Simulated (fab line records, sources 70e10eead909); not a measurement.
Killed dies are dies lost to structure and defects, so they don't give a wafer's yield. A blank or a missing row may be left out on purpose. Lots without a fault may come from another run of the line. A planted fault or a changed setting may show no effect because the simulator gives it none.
fab line records | flow nand_harc
record lots=22 wafers=66 last_day=33
route steps=1302 shown A_STAIRCASE@739
lots that met no fault: from a run of the same line without faults
start_h: hours from the record's first day to the start of the lot's first wafer shown | wait_h: hours since the lot's step before | " the same as in the row above | L1.1+2: a row that stands for several wafers | - no value, or no start given | * or withheld: withheld | < > ~ a bound
route shown NAME@n: a module of which the file shows steps, and the number in the route of the first | usual: mean/standard deviation of fault-free wafers | same: alike in all rows | chamber/n: place in a boat | sites: the reading at each site | _std_site: their standard deviation | _edge_site: outer sites' mean less inner sites' | radius_mm: how far each site lies from the wafer's centre | mask NAME#n: copy n | behind: the tool/chamber that last shaped the wafer | hold: why the lot was held/for how many hours/how that ended | device: the transistor (n, p or np) that didn't switch | end of line: the same wafers' tests at the end of the route | a step without rows: its recipe alone | killed: dies lost to structure and defects at the first sort, not the wafer's yield | map: a wafer's dies, x killed, . not, _ none there
set.NAME: the setting as run; set.NAME@STEP: as run at that earlier step | model.NAME: the simulator's own value behind a step, which no gauge read
steps of the route over a sample of lots; a table a step, a row a wafer
services: from which hour (start_h, from the record's first day; less than 0 if before it) a tool's chamber was out of use, for how many hours, and why
## steps
# step NHARC_A_STAIRCASE_ETCH_225
# recipe target_depth_a=1000 time_s=40.5 ion_energy_ev=400 c4f8_flow_sccm=20 o2_flow_sccm=10 ar_flow_sccm=withheld rf_w=600 bias_w=1000 chemistry=C4F8/O2
# usual oes_product_au=0.946/0.0095 rf_vpp_V=895/6.5
# same time_s=40.5
# columns lot.wafer tool chamber start_h wait_h oes_product_au rf_hours_counter_h rf_vpp_V
L074.1 rie_diel-09 1 - - 0.957 9 903
L074.3 " 0 " " 0.941 9 890
L074.5 " 1 " " 0.956 - 904
L075.2 rie_diel-08 0 - - 0.930 1 887
L075.3 " 2 " " 0.954 1 893
L075.4 " 1 " " 0.936 - 896
L076.1 rie_diel-02 1 - - 0.939 50 896
L076.4 " 2 " " 0.966 49 892
L076.3 " 3 " " 0.958 49 906
L077.2 rie_diel-02 1 - - 0.945 3 897
L077.1 " 0 " " 0.949 3 903
L077.6 " 2 " " 0.944 - 892
L080.4 rie_diel-08 3 - - 0.950 11 887
L080.1 " 0 " " 0.936 14 888
L080.5 " 2 " " 0.952 - 892
L078.2 rie_diel-08 1 - - 0.940 14 894
L078.4 " 3 " " 0.957 12 888
L078.6 " 1 " " 0.946 - 898
L079.3 rie_diel-08 3 - - 0.941 14 888
L079.5 " 1 " " 0.937 - 895
L079.6 " 2 " " 0.943 - 891
L081.3 rie_diel-08 0 - - 0.924 24 887
L081.2 " 3 " " 0.944 22 887
L081.6 " 2 " " 0.975 - 892
L082.1 rie_diel-02 0 - - 0.953 15 904
L082.4 " 1 " " 0.963 16 896
L082.5 " 3 " " 0.961 - 906
L083.3 rie_diel-08 3 - - 0.942 28 888
L083.1 " 0 " " 0.947 30 888
L083.5 " 3 " " 0.934 - 887
L085.2 rie_diel-08 3 - - 0.943 31 888
L085.3 " 0 " " 0.941 32 886
L085.6 " 3 " " 0.947 - 887
L084.3 rie_diel-08 3 - - 0.946 31 888
L084.1 " 2 " " 0.958 32 891
L084.5 " 0 " " 0.941 - 888
L087.1 rie_diel-08 3 - - 0.948 39 888
L087.2 " 0 " " 0.946 40 886
L087.6 " 1 " " 0.943 - 897
L089.3 rie_diel-02 1 - - 0.944 45 895
L089.5 " 2 " " 0.933 - 891
L089.6 " 3 " " 0.949 - 904
L090.2 rie_diel-02 0 - - 0.944 47 904
L090.4 " 1 " " 0.954 48 894
L090.1 " 2 " " 0.938 46 891
L092.4 rie_diel-09 0 - - 0.952 11 890
L092.5 " 3 " " 0.949 - 886
L092.6 " 0 " " 0.942 - 889
L091.4 rie_diel-08 1 - - 0.937 - 896
L091.6 " 2 " " 0.941 - 892
L091.5 " 3 " " 0.958 - 886
L093.1 rie_diel-02 0 - - 0.949 54 902
L093.4 " 2 " " 0.939 56 891
L093.5 " 3 " " 0.942 - 903
L094.4 rie_diel-02 2 - - 0.941 56 891
L094.1 " 0 " " 0.943 54 903
L094.5 " 2 " " 0.938 - 892
L095.1 rie_diel-02 3 - - 0.957 52 904
L095.3 " 0 " " 0.944 64 904
L095.5 " 0 " " 0.949 - 904
L096.4 rie_diel-08 3 - - 0.963 4 907
L096.1 " 1 " " 0.954 5 895
L096.6 " 2 " " 0.955 - 891
L097.3 rie_diel-08 1 - - 0.935 10 894
L097.4 " 2 " " 0.922 8 890
L097.1 " 3 " " 0.930 8 907
# step NHARC_A_STAIRCASE_TRIM_233
# recipe time_s=211.2 o2_flow_sccm=500 ar_flow_sccm=0 bias_w=0 chemistry=O2
# usual drypump_motor_current_A=5.9/0.47 oes_product_au=1.002/0.0084 rf_vpp_V=57.8/0.95 showerhead_plenum_p_Torr=3.54/0.18 throttle_valve_pct=17.036/0.0082
# same time_s=211.2
# columns lot.wafer tool chamber start_h wait_h drypump_motor_current_A oes_product_au rf_hours_counter_h rf_vpp_V showerhead_plenum_p_Torr throttle_valve_pct
L074.1 rie_diel-08 2 - - 5.5 1.005 44 57.5 3.43 17.039
L074.3 " 0 " " 4.9 1.001 52 56.5 3.29 17.036
L074.5 " 2 " " 5.4 1.010 - 58.4 3.43 17.038
L075.2 rie_diel-02 1 - - 6.1 1.008 47 56.4 3.54 17.019
L075.4 " 2 " " 6.0 1.009 47 56.8 3.42 17.038
L075.3 " 0 " " 5.8 0.998 48 58.6 3.75 17.033
L076.4 rie_diel-02 3 - - 6.6 1.017 49 59.0 3.78 17.038
L076.3 " 0 " " 5.7 0.999 50 57.6 3.75 17.042
L076.1 " 2 " " 6.1 1.026 50 58.1 3.42 17.050
L077.2 rie_diel-08 1 - - 6.2 1.006 12 57.6 3.55 17.040
L077.1 " 3 " " 6.3 0.996 11 57.0 3.31 17.041
L077.6 " 2 " " 5.5 0.994 - 58.3 3.42 17.047
L080.1 rie_diel-09 3 - - 6.4 1.006 29 56.5 3.30 17.035
L080.4 " 0 " " 5.2 0.997 27 57.8 3.37 17.043
L080.5 " 2 " " 5.2 0.996 - 57.7 3.76 17.040
L078.2 rie_diel-09 3 - - 6.4 1.002 30 56.9 3.30 17.036
L078.4 " 0 " " 5.2 0.995 28 57.6 3.37 17.032
L078.6 " 3 " " 6.4 1.002 - 57.6 3.30 17.048
L079.3 rie_diel-08 1 - - 6.2 0.999 17 58.2 3.54 17.046
L079.6 " 3 " " 6.2 0.993 - 57.6 3.31 17.032
L079.5 " 0 " " 4.9 0.994 - 58.3 3.28 17.029
L081.3 rie_diel-02 2 - - 6.1 0.990 15 57.9 3.41 17.043
L081.2 " 0 " " 5.8 0.990 15 58.2 3.74 17.040
L081.6 " 1 " " 6.2 1.009 - 57.9 3.53 17.053
L082.4 rie_diel-09 2 - - 5.2 1.003 42 58.4 3.75 17.022
L082.1 " 3 " " 6.4 0.996 39 57.1 3.30 17.033
L082.5 " 0 " " 5.2 1.004 - 57.4 3.37 17.046
L083.3 rie_diel-02 2 - - 6.0 0.993 23 59.1 3.41 17.022
L083.1 " 3 " " 6.6 1.000 11 57.7 3.77 17.029
L083.5 " 2 " " 6.0 0.990 - 58.0 3.41 17.032
L085.3 rie_diel-02 3 - - 6.6 1.003 14 59.4 3.77 17.030
L085.2 " 0 " " 5.7 0.998 25 58.5 3.73 17.040
L085.6 " 3 " " 6.6 0.999 - 58.0 3.77 17.029
L084.1 rie_diel-09 0 - - 5.2 1.002 44 57.1 3.37 17.036
L084.3 " 2 " " 5.2 0.996 52 57.5 3.75 17.032
L084.5 " 0 " " 5.2 0.993 - 57.5 3.37 17.046
L087.2 rie_diel-09 3 - - 6.4 1.019 52 57.5 3.29 17.026
L087.1 " 1 " " 5.7 1.010 58 58.8 3.71 17.035
L087.6 " 2 " " 5.3 1.014 - 58.5 3.74 17.041
L089.3 rie_diel-02 0 - - 5.7 0.997 45 57.2 3.72 17.030
L089.6 " 3 " " 6.6 0.989 - 58.6 3.76 17.031
L089.5 " 0 " " 5.7 1.000 - 58.0 3.72 17.018
L090.2 rie_diel-02 0 - - 5.7 1.002 48 58.1 3.72 17.042
L090.4 " 2 " " 6.1 0.987 46 57.7 3.40 17.043
L090.1 " 3 " " 6.6 0.998 36 58.3 3.76 17.028
L092.6 rie_diel-02 3 - - 6.6 1.003 - 59.6 3.76 17.040
L092.4 " 1 " " 6.2 1.019 - 57.9 3.51 17.035
L092.5 " 2 " " 6.0 0.992 - 57.0 3.39 17.032
L091.6 rie_diel-08 2 - - 5.4 1.006 - 57.7 3.40 17.025
L091.5 " 3 " " 6.2 0.991 - 56.3 3.29 17.032
L091.4 " 1 " " 6.2 0.997 - 58.6 3.52 17.041
L093.4 rie_diel-02 0 - - 5.7 1.011 54 59.0 3.71 17.055
L093.1 " 2 " " 6.0 1.007 57 58.8 3.39 17.026
L093.5 " 0 " " 5.7 1.012 - 58.7 3.71 17.038
L094.4 rie_diel-09 1 - - 5.7 1.002 14 58.4 3.71 17.045
L094.1 " 3 " " 6.4 1.015 17 57.9 3.28 17.051
L094.5 " 2 " " 5.2 0.999 - 58.1 3.73 17.038
L095.1 rie_diel-02 3 - - 6.5 1.005 52 56.0 3.75 17.013
L095.3 " 2 " " 6.1 0.997 64 56.8 3.39 17.029
L095.5 " 3 " " 6.6 1.005 - 57.3 3.75 17.027
L096.1 rie_diel-08 1 - - 6.2 1.005 5 57.8 3.52 17.038
L096.4 " 2 " " 5.4 0.988 4 56.5 3.40 17.031
L096.6 " 1 " " 6.2 0.989 - 58.3 3.52 17.051
L097.4 rie_diel-09 2 - - 5.3 0.994 36 57.6 3.72 17.025
L097.3 " 3 " " 6.4 1.007 32 55.9 3.28 17.036
L097.1 " 1 " " 5.7 1.005 34 58.7 3.69 17.043
# step NHARC_A_STAIRCASE_DESCUM_270
# recipe time_s=3 o2_flow_sccm=200 ar_flow_sccm=0 bias_power_w=0 chemistry=O2
# usual drypump_motor_current_A=5.8/0.5 oes_product_au=1.002/0.0086 rf_vpp_V=57.8/0.95 showerhead_plenum_p_Torr=1.91/0.11 throttle_valve_pct=11.311/0.0092
# same time_s=3
# columns lot.wafer tool chamber start_h wait_h drypump_motor_current_A oes_product_au rf_hours_counter_h rf_vpp_V showerhead_plenum_p_Torr throttle_valve_pct
L074.1 rie_diel-02 2 368.08 - 6.0 1.023 42 58.8 1.85 11.305
L074.3 " 3 " " 6.6 0.996 40 58.9 2.06 11.311
L074.5 " 3 " " 6.5 1.001 - 58.7 2.06 11.313
L075.2 rie_diel-09 2 389.12 - 5.3 0.998 20 57.8 2.05 11.313
L075.4 " 0 " " 5.2 0.991 18 58.0 1.83 11.321
L075.3 " 1 " " 5.8 1.002 20 57.6 2.03 11.305
L076.3 rie_diel-09 0 397.98 - 5.3 0.987 22 56.6 1.83 11.284
L076.4 " 1 " " 5.7 1.011 23 57.4 2.03 11.308
L076.1 " 3 " " 6.4 0.997 24 56.0 1.79 11.299
L077.1 rie_diel-08 3 420.43 - 6.2 0.998 13 57.8 1.79 11.310
L077.2 " 1 " " 6.2 0.997 14 55.9 1.92 11.326
L077.6 " 0 " " 4.9 0.995 - 57.1 1.77 11.317
L080.1 rie_diel-08 0 423.02 - 4.9 0.990 18 59.4 1.77 11.311
L080.4 " 3 " " 6.2 1.003 14 55.9 1.79 11.302
L080.5 " 1 " " 6.2 1.007 - 56.9 1.92 11.303
L078.4 rie_diel-09 0 428.52 - 5.2 1.008 30 58.5 1.82 11.294
L078.2 " 1 " " 5.8 1.004 34 58.0 2.03 11.313
L078.6 " 0 " " 5.2 1.002 - 57.7 1.82 11.311
L079.3 rie_diel-09 1 432.17 - 5.7 0.989 35 58.6 2.03 11.317
L079.5 " 0 " " 5.2 0.995 - 56.6 1.82 11.299
L079.6 " 1 " " 5.7 0.990 - 58.9 2.03 11.321
L081.2 rie_diel-09 3 448.50 - 6.4 0.998 40 57.8 1.78 11.312
L081.3 " 0 " " 5.2 0.993 37 56.9 1.82 11.309
L081.6 " 1 " " 5.8 0.991 - 57.2 2.03 11.297
L082.4 rie_diel-09 3 452.36 - 6.4 0.994 41 55.5 1.78 11.319
L082.1 " 0 " " 5.2 1.006 39 56.7 1.82 11.302
L082.5 " 0 " " 5.2 1.002 - 58.1 1.82 11.305
L083.1 rie_diel-09 2 465.46 - 5.2 0.999 49 58.8 2.04 11.310
L083.3 " 3 " " 6.4 0.999 44 59.1 1.78 11.300
L083.5 " 2 " " 5.2 1.004 - 57.7 2.04 11.308
L085.2 rie_diel-02 1 479.20 - 6.1 1.010 28 58.6 1.91 11.318
L085.3 " 3 " " 6.5 1.007 15 57.0 2.05 11.329
L085.6 " 2 " " 6.0 0.987 - 57.9 1.84 11.308
L084.1 rie_diel-02 1 479.57 - 6.2 0.997 28 58.2 1.91 11.312
L084.3 " 3 " " 6.6 1.005 15 57.8 2.05 11.332
L084.5 " 0 " " 5.7 0.998 - 58.0 2.03 11.312
L087.2 rie_diel-02 3 502.13 - 6.6 1.002 28 58.5 2.05 11.298
L087.1 " 1 " " 6.1 1.009 39 59.7 1.90 11.309
L087.6 " 3 " " 6.6 1.005 - 58.0 2.05 11.306
L089.3 rie_diel-08 2 524.40 - 5.4 1.011 49 56.2 1.84 11.308
L089.5 " 0 " " 4.9 0.993 - 57.6 1.76 11.313
L089.6 " 1 " " 6.2 1.007 - 58.9 1.91 11.316
L090.2 rie_diel-09 3 532.49 - 6.4 1.009 8 57.0 1.77 11.294
L090.1 " 0 " " 5.2 1.002 8 58.3 1.81 11.295
L090.4 " 1 " " 5.8 1.000 6 59.0 2.02 11.303
L092.4 rie_diel-02 0 545.97 - 5.7 1.010 51 57.8 2.02 11.294
L092.6 " 0 " " 5.7 1.011 - 58.3 2.02 11.330
L092.5 " 1 " " 6.1 1.015 - 57.4 1.90 11.304
L091.4 rie_diel-09 2 548.27 - 5.3 1.006 12 57.5 2.03 11.317
L091.6 " 2 " " 5.3 1.011 - 59.4 2.03 11.319
L091.5 " 3 " " 6.4 1.011 - 57.8 1.77 11.302
L093.4 rie_diel-02 1 563.92 - 6.2 1.011 67 56.6 1.90 11.318
L093.1 " 0 " " 5.7 0.993 62 58.5 2.02 11.331
L093.5 " 1 " " 6.2 1.011 - 57.0 1.90 11.302
L094.4 rie_diel-08 1 564.16 - 6.2 1.001 2 58.1 1.91 11.315
L094.1 " 2 " " 5.5 0.993 0 56.5 1.84 11.308
L094.5 " 2 " " 5.4 0.995 - 57.6 1.84 11.319
L095.3 rie_diel-02 3 582.10 - 6.5 1.011 0 58.5 2.04 11.312
L095.1 " 1 " " 6.1 1.019 0 57.8 1.90 11.328
L095.5 " 2 " " 6.0 1.007 - 59.2 1.83 11.316
L096.4 rie_diel-08 2 584.02 - 5.5 0.994 5 57.7 1.84 11.326
L096.1 " 1 " " 6.2 0.994 6 57.9 1.91 11.313
L096.6 " 3 " " 6.2 0.990 - 57.5 2.07 11.314
L097.1 rie_diel-09 3 605.52 - 6.4 1.002 33 57.6 1.77 11.296
L097.4 " 0 " " 5.2 1.003 32 57.6 1.81 11.317
L097.3 " 1 " " 5.7 1.000 35 58.1 2.01 11.309
# step NHARC_A_STAIRCASE_HM_OPEN_463
# recipe o2_flow_sccm=400 cos_flow_sccm=20 ar_flow_sccm=0 rf_w=500 bias_w=300 chemistry=O2/COS
# usual cos_flow_sccm=20.00/0.064 drypump_motor_current_A=5.8/0.49 oes_product_au=1.001/0.0083 rf_vpp_V=467/3.5 showerhead_plenum_p_Torr=3.11/0.16 throttle_valve_pct=28.330/0.009
# columns lot.wafer tool chamber start_h wait_h cos_flow_sccm drypump_motor_current_A oes_product_au rf_hours_counter_h rf_vpp_V showerhead_plenum_p_Torr throttle_valve_pct
L074.1 rie_diel-08 3 - - 19.97 6.2 1.015 1 463 2.93 28.329
L074.3 " 0 " " 19.99 4.9 0.995 3 463 2.91 28.339
L074.5 " 3 " " 20.04 6.2 1.002 - 464 2.93 28.334
L075.3 rie_diel-08 3 - - 19.94 6.2 1.005 8 464 2.93 28.333
L075.4 " 0 " " 19.95 4.9 0.998 11 462 2.90 28.341
L075.2 " 1 " " 19.91 6.2 1.010 10 466 3.14 28.326
L076.1 rie_diel-08 0 - - 20.04 4.9 0.982 13 463 2.90 28.340
L076.3 " 2 " " 19.98 5.4 0.995 10 465 3.03 28.325
L076.4 " 3 " " 20.11 6.2 1.003 10 462 2.93 28.337
L077.2 rie_diel-02 3 - - 19.88 6.6 0.988 3 473 3.35 28.343
L077.1 " 0 " " 20.03 5.8 1.011 13 470 3.31 28.331
L077.6 " 2 " " 20.06 6.0 0.994 - 466 3.02 28.337
L080.1 rie_diel-09 0 - - 20.04 5.3 1.000 34 465 2.98 28.328
L080.4 " 3 " " 20.06 6.4 1.004 37 464 2.92 28.318
L080.5 " 0 " " 19.98 5.2 1.003 - 464 2.98 28.326
L078.2 rie_diel-02 2 - - 19.92 6.1 1.002 16 465 3.02 28.319
L078.4 " 3 " " 20.02 6.6 1.000 6 471 3.34 28.342
L078.6 " 1 " " 20.09 6.1 1.012 - 467 3.12 28.316
L079.3 rie_diel-02 2 - - 19.96 6.0 0.996 20 464 3.02 28.334
L079.5 " 1 " " 20.01 6.1 1.000 - 467 3.12 28.324
L079.6 " 2 " " 20.09 6.0 0.989 - 464 3.02 28.333
L081.3 rie_diel-09 3 - - 19.98 6.4 1.003 43 463 2.92 28.320
L081.2 " 1 " " 20.02 5.8 0.996 46 470 3.29 28.330
L081.6 " 3 " " 20.09 6.4 1.002 - 465 2.92 28.333
L082.4 rie_diel-02 1 - - 20.03 6.1 1.003 24 467 3.12 28.335
L082.1 " 3 " " 19.93 6.5 0.997 11 471 3.34 28.327
L082.5 " 2 " " 20.07 6.0 1.001 - 464 3.02 28.322
L083.3 rie_diel-02 3 - - 19.90 6.6 1.000 15 472 3.34 28.336
L083.1 " 1 " " 20.05 6.2 1.008 28 466 3.11 28.322
L083.5 " 3 " " 19.99 6.6 1.001 - 470 3.34 28.321
L085.2 rie_diel-08 0 - - 20.02 4.9 0.996 40 463 2.89 28.316
L085.3 " 1 " " 20.08 6.2 1.005 36 468 3.13 28.328
L085.6 " 3 " " 20.03 6.2 1.006 - 463 2.91 28.331
L084.3 rie_diel-02 2 - - 20.03 6.1 0.995 33 464 3.01 28.334
L084.1 " 0 " " 19.96 5.8 1.001 33 471 3.30 28.339
L084.5 " 1 " " 19.98 6.2 0.997 - 467 3.11 28.344
L087.2 rie_diel-08 1 - - 19.93 6.2 0.998 47 469 3.12 28.317
L087.1 " 2 " " 20.04 5.4 1.013 46 465 3.01 28.346
L087.6 " 1 " " 19.87 6.2 1.006 - 466 3.12 28.337
L089.3 rie_diel-02 3 - - 20.05 6.6 1.003 39 471 3.33 28.324
L089.5 " 3 " " 20.09 6.6 1.002 - 473 3.33 28.339
L089.6 " 2 " " 20.00 6.1 0.985 - 463 3.00 28.318
L090.2 rie_diel-09 1 - - 19.99 5.8 1.008 10 470 3.28 28.326
L090.4 " 2 " " 19.88 5.2 1.007 10 471 3.31 28.319
L090.1 " 3 " " 20.02 6.4 0.999 14 464 2.90 28.324
L092.4 rie_diel-02 1 - - 19.93 6.2 1.006 68 465 3.09 28.317
L092.6 " 0 " " 20.02 5.7 1.000 - 472 3.28 28.339
L092.5 " 1 " " 19.95 6.1 1.012 - 467 3.09 28.339
L091.4 rie_diel-09 2 - - 19.94 5.3 0.989 22 471 3.30 28.335
L091.6 " 1 " " 20.01 5.7 1.000 - 470 3.28 28.318
L091.5 " 2 " " 19.89 5.3 0.986 - 471 3.30 28.326
L093.4 rie_diel-09 1 - - 20.07 5.8 0.999 27 469 3.27 28.342
L093.1 " 3 " " 19.97 6.4 0.996 27 462 2.90 28.343
L093.5 " 2 " " 19.97 5.2 0.988 - 471 3.30 28.307
L094.4 rie_diel-09 1 - - 19.98 5.8 0.993 28 470 3.27 28.337
L094.1 " 0 " " 19.91 5.2 1.011 27 463 2.96 28.321
L094.5 " 2 " " 20.10 5.3 0.999 - 471 3.30 28.325
L095.1 rie_diel-08 2 - - 19.85 5.4 0.992 8 464 3.00 28.340
L095.3 " 1 " " 20.08 6.2 1.001 10 468 3.11 28.322
L095.5 " 2 " " 19.94 5.4 0.984 - 463 3.00 28.335
L096.4 rie_diel-09 0 - - 20.01 5.3 0.999 30 464 2.96 28.323
L096.1 " 1 " " 19.92 5.8 0.986 34 471 3.27 28.325
L096.6 " 0 " " 19.96 5.2 1.001 - 463 2.96 28.333
L097.4 rie_diel-08 0 - - 19.92 4.9 0.976 16 471 3.36 28.333
L097.3 " 1 " " 20.01 6.2 0.997 14 467 3.11 28.321
L097.1 " 3 " " 19.99 6.3 0.989 16 471 3.36 28.327
# step NHARC_A_STAIRCASE_ETCH_453
# recipe target_depth_a=300 overetch_a=30 time_s=16.5 ion_energy_ev=100 cf4_flow_sccm=80 o2_flow_sccm=20 ar_flow_sccm=0 rf_w=300 bias_w=100 chemistry=CF4/O2
# usual drypump_motor_current_A=5.8/0.5 oes_product_au=1.001/0.0077 rf_vpp_V=197.8/1.6 showerhead_plenum_p_Torr=1.33/0.074 throttle_valve_pct=13.398/0.0096
# same time_s=16.5
# columns lot.wafer tool chamber start_h wait_h drypump_motor_current_A oes_product_au rf_hours_counter_h rf_vpp_V showerhead_plenum_p_Torr throttle_valve_pct
L074.1 rie_diel-08 0 - - 4.9 0.998 3 196.7 1.24 13.398
L074.3 " 1 " " 6.2 0.996 3 199.0 1.34 13.401
L074.5 " 0 " " 4.9 0.990 - 195.4 1.24 13.409
L075.4 rie_diel-08 1 - - 6.2 1.002 10 198.5 1.34 13.395
L075.2 " 3 " " 6.2 0.997 8 194.9 1.25 13.391
L075.3 " 0 " " 4.9 0.987 11 196.4 1.24 13.420
L076.1 rie_diel-08 3 - - 6.2 1.003 10 196.1 1.25 13.399
L076.3 " 0 " " 4.9 0.991 13 195.1 1.24 13.392
L076.4 " 2 " " 5.4 1.006 10 196.9 1.29 13.407
L077.2 rie_diel-02 1 - - 6.1 1.009 14 198.9 1.33 13.395
L077.1 " 3 " " 6.6 1.008 3 201.1 1.43 13.398
L077.6 " 2 " " 6.0 0.997 - 197.3 1.29 13.408
L080.4 rie_diel-09 1 - - 5.7 0.996 38 199.0 1.41 13.391
L080.1 " 3 " " 6.4 1.012 37 196.2 1.25 13.407
L080.5 " 1 " " 5.8 0.997 - 199.3 1.41 13.388
L078.4 rie_diel-02 1 - - 6.1 1.007 16 198.1 1.33 13.400
L078.2 " 2 " " 6.0 0.992 16 196.5 1.29 13.395
L078.6 " 0 " " 5.7 1.014 - 198.5 1.42 13.384
L079.3 rie_diel-02 3 - - 6.6 1.003 8 200.9 1.43 13.409
L079.5 " 0 " " 5.7 1.010 - 199.3 1.42 13.402
L079.6 " 1 " " 6.1 1.011 - 197.2 1.33 13.390
L081.2 rie_diel-09 2 - - 5.2 1.007 47 199.6 1.42 13.393
L081.3 " 0 " " 5.2 1.002 42 196.4 1.27 13.415
L081.6 " 2 " " 5.2 0.997 - 200.3 1.42 13.392
L082.4 rie_diel-02 0 - - 5.7 1.016 22 199.8 1.42 13.405
L082.1 " 3 " " 6.6 1.006 11 200.1 1.43 13.382
L082.5 " 1 " " 6.1 1.005 - 196.6 1.33 13.397
L083.3 rie_diel-02 0 - - 5.7 0.996 25 199.3 1.41 13.385
L083.1 " 1 " " 6.1 0.998 28 197.8 1.33 13.377
L083.5 " 1 " " 6.2 0.987 - 197.0 1.33 13.420
L085.2 rie_diel-08 0 - - 4.9 0.992 40 195.9 1.23 13.412
L085.3 " 1 " " 6.2 1.001 36 197.2 1.34 13.402
L085.6 " 3 " " 6.2 1.003 - 196.0 1.24 13.378
L084.1 rie_diel-02 3 - - 6.5 0.997 22 198.4 1.43 13.402
L084.3 " 2 " " 6.0 0.992 33 196.2 1.29 13.378
L084.5 " 0 " " 5.7 1.011 - 200.2 1.41 13.394
L087.2 rie_diel-08 2 - - 5.4 1.011 46 196.5 1.29 13.389
L087.1 " 3 " " 6.2 0.996 48 196.4 1.24 13.409
L087.6 " 2 " " 5.4 1.008 - 197.6 1.29 13.381
L089.3 rie_diel-02 2 - - 6.0 1.000 52 198.6 1.28 13.388
L089.5 " 2 " " 6.0 0.991 - 196.3 1.28 13.401
L089.6 " 1 " " 6.1 1.008 - 196.8 1.33 13.387
L090.4 rie_diel-09 2 - - 5.2 0.998 10 198.8 1.42 13.391
L090.2 " 0 " " 5.2 1.006 13 196.3 1.27 13.397
L090.1 " 1 " " 5.7 1.006 10 199.6 1.41 13.397
L092.4 rie_diel-02 1 - - 6.1 1.011 68 198.1 1.32 13.395
L092.5 " 2 " " 6.0 0.995 - 195.4 1.28 13.394
L092.6 " 3 " " 6.6 1.004 - 200.8 1.42 13.393
L091.4 rie_diel-09 1 - - 5.8 0.986 21 199.9 1.40 13.410
L091.6 " 2 " " 5.2 0.988 - 198.4 1.41 13.411
L091.5 " 3 " " 6.4 0.997 - 194.1 1.24 13.413
L093.1 rie_diel-09 2 - - 5.2 0.998 28 199.9 1.41 13.400
L093.4 " 0 " " 5.2 1.010 26 196.4 1.26 13.405
L093.5 " 2 " " 5.2 0.986 - 197.9 1.41 13.389
L094.1 rie_diel-09 1 - - 5.7 0.995 28 198.5 1.40 13.389
L094.4 " 2 " " 5.2 0.989 29 199.6 1.41 13.393
L094.5 " 0 " " 5.2 1.006 - 197.1 1.26 13.404
L096.4 rie_diel-09 0 - - 5.2 1.003 30 196.1 1.26 13.408
L096.1 " 1 " " 5.7 0.996 34 198.5 1.40 13.404
L096.6 " 0 " " 5.2 1.004 - 196.2 1.26 13.397
L095.1 rie_diel-08 2 - - 5.5 0.996 8 195.1 1.28 13.395
L095.3 " 0 " " 4.9 0.990 9 199.8 1.44 13.407
L095.5 " 1 " " 6.2 0.999 - 196.8 1.33 13.401
L097.3 rie_diel-08 0 - - 4.9 0.992 16 199.1 1.44 13.412
L097.4 " 1 " " 6.2 1.013 14 197.9 1.33 13.397
L097.1 " 3 " " 6.2 0.999 16 199.5 1.44 13.403
# step NHARC_A_STAIRCASE_ALD_420
# recipe target_thk_a=200 pulse_time_s=6 ald_cycles=200 temp_c=300 material=SiO2
# usual heater_power_w=466/45 precursor_pulse_height_rel=0.999/0.02
# columns lot.wafer tool chamber start_h wait_h heater_power_w precursor_pulse_height_rel
L074.1 ald_hk-01 2 393.33 - 433 0.988
L074.3 " 0 " " 425 1.019
L074.5 " 1 " " 526 0.965
L075.4 ald_hk-02 1 411.40 - 519 1.001
L075.3 " 2 " " 507 0.992
L075.2 " 0 " " 523 0.971
L076.4 ald_hk-02 3 418.88 - 481 0.960
L076.3 " 0 " " 515 0.987
L076.1 " 1 " " 532 0.995
L077.2 ald_hk-01 1 441.94 - 533 0.983
L077.1 " 2 " " 433 1.022
L077.6 " 0 " " 433 0.956
L080.4 ald_hk-04 1 444.09 - 470 1.010
L080.1 " 0 " " 406 1.011
L080.5 " 2 " " 428 0.996
L078.4 ald_hk-04 1 451.79 - 477 0.998
L078.2 " 2 " " 415 1.033
L078.6 " 3 " " 439 0.966
L079.3 ald_hk-02 0 458.95 - 520 1.000
L079.5 " 1 " " 533 1.026
L079.6 " 2 " " 492 1.001
L081.3 ald_hk-02 2 467.39 - 505 1.014
L081.2 " 0 " " 517 1.047
L081.6 " 1 " " 526 1.002
L082.1 ald_hk-04 3 470.81 - 437 1.010
L082.4 " 1 " " 462 0.995
L082.5 " 3 " " 433 1.002
L083.3 ald_hk-04 0 485.10 - 400 0.989
L083.1 " 3 " " 423 0.998
L083.5 " 1 " " 481 0.977
L084.1 ald_hk-04 1 499.30 - 487 1.001
L084.3 " 2 " " 420 0.966
L084.5 " 0 " " 417 1.027
L085.3 ald_hk-02 0 508.39 - 509 0.958
L085.2 " 1 " " 524 0.998
L085.6 " 0 " " 523 1.022
L087.1 ald_hk-02 3 524.04 - 474 0.986
L087.2 " 1 " " 523 0.989
L087.6 " 3 " " 488 0.996
L089.3 ald_hk-01 1 542.77 - 502 1.002
L089.5 " 0 " " 413 1.029
L089.6 " 1 " " 495 1.026
L090.1 ald_hk-04 0 551.02 - 410 0.993
L090.2 " 1 " " 477 1.003
L090.4 " 3 " " 428 1.016
L092.4 ald_hk-02 2 574.70 - 481 1.000
L092.5 " 1 " " 523 1.004
L092.6 " 2 " " 470 0.986
L091.4 ald_hk-01 2 577.15 - 450 1.020
L091.6 " 0 " " 404 0.979
L091.5 " 1 " " 499 1.007
L093.1 ald_hk-02 3 592.86 - 490 0.983
L093.4 " 1 " " 522 0.997
L093.5 " 3 " " 505 0.992
L094.1 ald_hk-01 1 595.15 - 497 1.017
L094.4 " 3 " " 397 0.991
L094.5 " 0 " " 409 1.003
L095.1 ald_hk-02 1 609.40 - 514 0.970
L095.3 " 3 " " 508 0.978
L095.5 " 2 " " 479 0.973
L096.4 ald_hk-04 3 609.40 - 437 1.003
L096.1 " 0 " " 422 1.016
L096.6 " 0 " " 403 1.022
L097.4 ald_hk-01 1 628.56 - 504 1.036
L097.3 " 3 " " 398 0.980
L097.1 " 0 " " 411 1.016
## services
# columns tool chamber start_h hours kind
rie_diel-02 1 338.72 4.8 repair
ald_hk-02 - 348.00 10.0 pm
rie_diel-02 0 350.77 - clean
rie_diel-02 1 350.77 - clean
rie_diel-02 2 350.77 - clean
rie_diel-02 3 350.77 - clean
rie_diel-08 - 367.86 9.0 pm
ald_hk-02 - 374.21 1.1 repair
rie_diel-02 0 375.27 - clean
rie_diel-02 1 375.27 - clean
rie_diel-02 2 375.27 - clean
rie_diel-08 3 380.36 3.6 repair
rie_diel-02 - 395.90 9.0 pm
rie_diel-02 3 411.54 20.9 repair
rie_diel-09 - 456.73 0.4 repair
rie_diel-09 0 463.90 4.9 repair
ald_hk-01 - 476.06 10.0 pm
rie_diel-09 - 497.16 9.0 pm
ald_hk-02 - 526.00 10.0 pm
rie_diel-08 - 547.65 9.0 pm
rie_diel-02 - 572.90 9.0 pm
rie_diel-08 1 600.69 6.9 repair
ald_hk-04 - 610.75 10.0 pm
rie_diel-09 0 627.47 2.9 repair
## key
fault none
